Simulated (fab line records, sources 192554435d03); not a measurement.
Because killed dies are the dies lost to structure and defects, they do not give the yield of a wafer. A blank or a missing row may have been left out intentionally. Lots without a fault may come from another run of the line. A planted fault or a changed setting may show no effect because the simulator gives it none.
The same fault as seen by 2 desks | flow n5-finfet | what lay behind the numbers comes last; until then each desk has only its own

METROLOGY DESK
What the gauges read for every lot (on any tool): the sampled wafers with a number, averaged. Any lot whose mean is over 4 standard deviations away from the usual mean is out of limits and marked OUT; that distance is given in the brackets. 7 of its 10 readings are shown, namely those furthest out on some lot.
Columns: A = DIBL_N at N5_BEOL_M4_RC_MEAS_101, usual 36.0 mV/V; B = DIBL_P at N5_BEOL_M4_RC_MEAS_101, usual 36.3 mV/V; C = IOFF_P at N5_BEOL_M4_RC_MEAS_101, usual 0.21 nA/um; D = SS_N at N5_BEOL_M4_RC_MEAS_101, usual 71.4 mV/dec; E = SS_P at N5_BEOL_M4_RC_MEAS_101, usual 73.3 mV/dec; F = VT_N at N5_BEOL_M4_RC_MEAS_101, usual 251 mV; G = VT_P at N5_BEOL_M4_RC_MEAS_101, usual -250 mV
lot  | first seen here | A    | B    | C    | D    | E    | F   | G
L515 | day 8 02:01     | 34.5 | 33.9 | 0.20 | 71.2 | 72.4 | 252 | -251
L514 | day 8 05:23     | 33.6 | 32.8 | 0.16 | 70.2 | 72.2 | 253 | -255
L519 | day 9 09:12     | 35.7 | 38.1 | 0.22 | 71.3 | 73.7 | 249 | -250
L520 | day 9 11:40     | 37.8 | 36.3 | 0.23 | 71.4 | 72.7 | 247 | -248
L522 | day 10 01:33    | 35.0 | 36.5 | 0.25 | 71.3 | 73.4 | 249 | -246
L523 | day 10 07:29    | 35.0 | 36.2 | 0.18 | 70.9 | 72.9 | 255 | -254
L528 | day 11 13:10    | 38.2 | 37.6 | 0.22 | 71.9 | 73.8 | 250 | -250
L533 | day 12 17:15    | 36.7 | 37.6 | 0.24 | 71.4 | 73.5 | 250 | -247
L532 | day 12 23:50    | 38.9 | 38.8 | 0.22 | 71.9 | 73.0 | 250 | -252
L534 | day 13 04:50    | 37.5 | 37.9 | 0.22 | 72.4 | 73.8 | 249 | -252
This desk's finding: nothing out of limits on any of the 10 lots.

AT THE TOOL OWNER'S DESK: cmp-03
The tool's own readings at N5_BEOL_M3_CMP_52 (polishes, stops on SiOC, t overpolish 6.8 s, target thk 40 nm): means of the sampled wafers that have a number, for each lot that ran on this tool. Any lot whose mean is over 4 standard deviations away from the usual mean is out of limits and marked OUT; that distance is given in the brackets.
Columns: A = barrier-field-endpoint-s at N5_BEOL_M3_CMP_52, usual 24.6 s; B = head-pressure-psi at N5_BEOL_M3_CMP_52, usual 0.9999 psi; C = motor-current-A at N5_BEOL_M3_CMP_52, usual 5.9 A; D = overpolish-run-s at N5_BEOL_M3_CMP_52, usual 6.801 s; E = pad-life-wafers at N5_BEOL_M3_CMP_52, usual 926; F = slurry-flow-ml-min at N5_BEOL_M3_CMP_52, usual 150.1; G = time-to-endpoint-s at N5_BEOL_M3_CMP_52, usual 63 s
lot  | first seen here | A               | B      | C   | D     | E    | F     | G
L514 | day 7 14:55     | 24.8            | 0.9996 | 5.3 | 6.800 | 1610 | 150.0 | 66
L519 | day 8 20:11     | 24.6            | 0.9993 | 5.6 | 6.805 | 1927 | 150.2 | 61
L520 | day 8 23:46     | 17.5 (-8.6) OUT | 1.0021 | 6.0 | 6.804 | 1970 | 149.4 | 46
L522 | day 9 14:29     | 19.9 (-5.7) OUT | 1.0024 | 5.5 | 6.807 | 50   | 150.6 | 48
L533 | day 12 08:16    | 23.8            | 0.9979 | 5.4 | 6.806 | 542  | 149.8 | 57
This desk's verdict: out of limits on L520, L522, starting with L520 at day 8 23:46 (barrier-field-endpoint-s at N5_BEOL_M3_CMP_52). L514, L519, L533: within limits.

BROUGHT TOGETHER
An alarm could have come from the tool owner's desk at day 8 23:46, on L520, L522.
The metrology desk saw nothing out of limits.
The metrology desk has L520, L522 on record, within its limits.
Of the lots named, all ran N5_BEOL_M3_CMP_52 on cmp-03.

WHAT THE SIMULATOR HAD INSERTED
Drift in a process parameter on cmp-03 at N5_BEOL_M3_CMP_52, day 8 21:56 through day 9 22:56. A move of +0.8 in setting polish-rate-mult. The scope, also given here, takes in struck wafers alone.
Shown lots that were struck: L520, L522.
How many hours passed from the start of the fault until each desk's first out-of-limits reading: the tool owner's desk, 2.
